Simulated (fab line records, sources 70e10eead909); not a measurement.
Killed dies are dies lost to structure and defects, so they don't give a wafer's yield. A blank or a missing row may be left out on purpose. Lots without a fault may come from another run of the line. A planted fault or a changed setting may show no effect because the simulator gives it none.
A struck lot beside a sound one | flow nand_harc | 28 steps out of a route of 1302
Sound: wafers L404.4, L404.5, L404.6. Struck: wafers L409.4, L409.5, L409.6. The cause comes at the end.
At each step with rows: each side's tool, then ch and its chambers, then its first start. Under that, the readings that differ: sound wafers | struck wafers | difference of the means | sigmas: that difference in standard deviations of wafers without a fault.
alike: readings whose means differ by less than 2 such deviations, and words and numbers that are the same on both sides. not compared: withheld readings, readings that some wafer has no value for, bounds like >300 that may hide the same value, and numbers for which the record gives no deviation and whose values overlap.
The two part at a step that has a row with sigmas, a row that says differs or no value, or rows on one side only. Numbers that don't overlap but have no deviation are shown without sigmas and don't part them. A reading that every wafer of one side lacks parts them only if that side has two wafers or more.

first, 1 step without rows for these wafers: NHARC_A_ONON_D1_DEP_19 (target thk 1000 nm).
NHARC_A_ONON_D1_THK_MEAS_21: measures by ellipsometry.
  sound on film_metro-01, day 12 14:20; struck on film_metro-01, day 14 06:49
  alike: thk_nm
then, 1 step without rows for these wafers: NHARC_A_ONON_D1_DEP_22 (target thk 1000 nm).
NHARC_A_ONON_D1_THK_MEAS_24: measures by ellipsometry.
  sound on film_metro-01, day 12 14:54; struck on film_metro-02, day 14 07:23
  alike: thk_nm
then, 1 step without rows for these wafers: NHARC_A_ONON_D1_DEP_25 (target thk 1000 nm).
NHARC_A_ONON_D1_THK_MEAS_27: measures by ellipsometry.
  sound on film_metro-02, day 12 15:30; struck on film_metro-02, day 14 07:57
  alike: thk_nm
then, 1 step without rows for these wafers: NHARC_A_ONON_D1_DEP_28 (target thk 1000 nm).
NHARC_A_ONON_D1_THK_MEAS_30: measures by ellipsometry.
  sound on film_metro-02, day 12 16:04; struck on film_metro-01, day 14 08:31
  alike: thk_nm
NHARC_A_ONON_D1_DEP_33: deposits SiO2, target thk 200 nm.
  sound on pecvd-01 ch 0,1,2, day 12 16:15; struck on pecvd-01 ch 0,1,2, day 14 08:43
  alike: heater_power_w, throttle_valve_pct
  not compared: since_wet_clean_h
NHARC_A_ONON_D1_THK_MEAS_34: measures by ellipsometry.
  sound on film_metro-01, day 12 16:32; struck on film_metro-02, day 14 08:59
  alike: thk_nm
NHARC_A_ONON_D1_INSPECT_32:
  sound on defect_inspect-02, day 12 16:37; struck on defect_inspect-01, day 14 09:03
  alike: raw_defect_count
NHARC_A_CHANNEL_HOLE_D1_DEP_00: deposits aC, target thk 3100 nm.
  sound on acl_dep-02 ch 0, day 12 17:45; struck on acl_dep-02 ch 0, day 14 15:19
  alike: throttle_valve_pct
NHARC_A_CHANNEL_HOLE_D1_DEP_01: deposits SiON, target thk 140 nm.
  sound on pecvd-02 ch 0,1,2, day 12 18:47; struck on pecvd-02 ch 0,1,2, day 14 16:22
  alike: heater_power_w
  not compared: since_wet_clean_h
then, 10 steps without rows for these wafers: NHARC_A_CHANNEL_HOLE_D1_DEHYDRATE_02 (time 120 s); NHARC_A_CHANNEL_HOLE_D1_HMDS_03 (time 30 s); NHARC_A_CHANNEL_HOLE_D1_COAT_36 (time 75 s); NHARC_A_CHANNEL_HOLE_D1_COAT_37 (time 65 s); NHARC_A_CHANNEL_HOLE_D1_COAT_04 (resist thk 90 nm); NHARC_A_CHANNEL_HOLE_D1_SOFTBAKE_05 (time 55 s); NHARC_A_CHANNEL_HOLE_D1_EBR_06; NHARC_A_CHANNEL_HOLE_D1_EXPOSE_07 (exposes mask HOLE D1, target cd 100 nm); NHARC_A_CHANNEL_HOLE_D1_PEB_08 (peb time 65 s); NHARC_A_CHANNEL_HOLE_D1_DEVELOP_09 (develop time 35 s).
NHARC_A_CHANNEL_HOLE_D1_CD_MEAS_10: target cd 100 nm.
  sound on cd_sem-01 ch 0, day 12 19:26; struck on cd_sem-02 ch 0, day 14 17:01
  alike: cd_nm
NHARC_A_CHANNEL_HOLE_D1_OVL_MEAS_11:
  sound on overlay-01, day 12 19:31; struck on overlay-01, day 14 17:06
  alike: overlay_x_nm, overlay_y_nm
NHARC_A_CHANNEL_HOLE_D1_INSPECT_12:
  sound on defect_inspect-01, day 12 19:34; struck on defect_inspect-02, day 14 17:08
  reading          | sound | struck   | difference | sigmas
  raw_defect_count | 5 2 7 | 18 15 19 | +13        | +5
NHARC_A_CHANNEL_HOLE_D1_DESCUM_15: chemistry O2, time 3 s.
  sound on rie_diel-12 ch 0,1, day 12 19:37; struck on rie_diel-12 ch 2,3, day 14 17:12
  alike: drypump_motor_current_A, oes_product_au, rf_vpp_V, showerhead_plenum_p_Torr, throttle_valve_pct
  not compared: rf_hours_counter_h
-- the record jumps here: 16 days lie between the struck wafers' starts before and after (it left off in module A_CHANNEL_HOLE_D1 and takes up again in module END, whose first step shown is number 1302 of the route) --
NHARC_END_SORT_01:
  the record has rows for the struck wafers here (prober-02 ch 0, day 30 18:01) and none for the sound ones

WHERE THEY PART
First at NHARC_A_CHANNEL_HOLE_D1_INSPECT_12; last, within this record, at NHARC_END_SORT_01.

WHY: what the simulator had put in
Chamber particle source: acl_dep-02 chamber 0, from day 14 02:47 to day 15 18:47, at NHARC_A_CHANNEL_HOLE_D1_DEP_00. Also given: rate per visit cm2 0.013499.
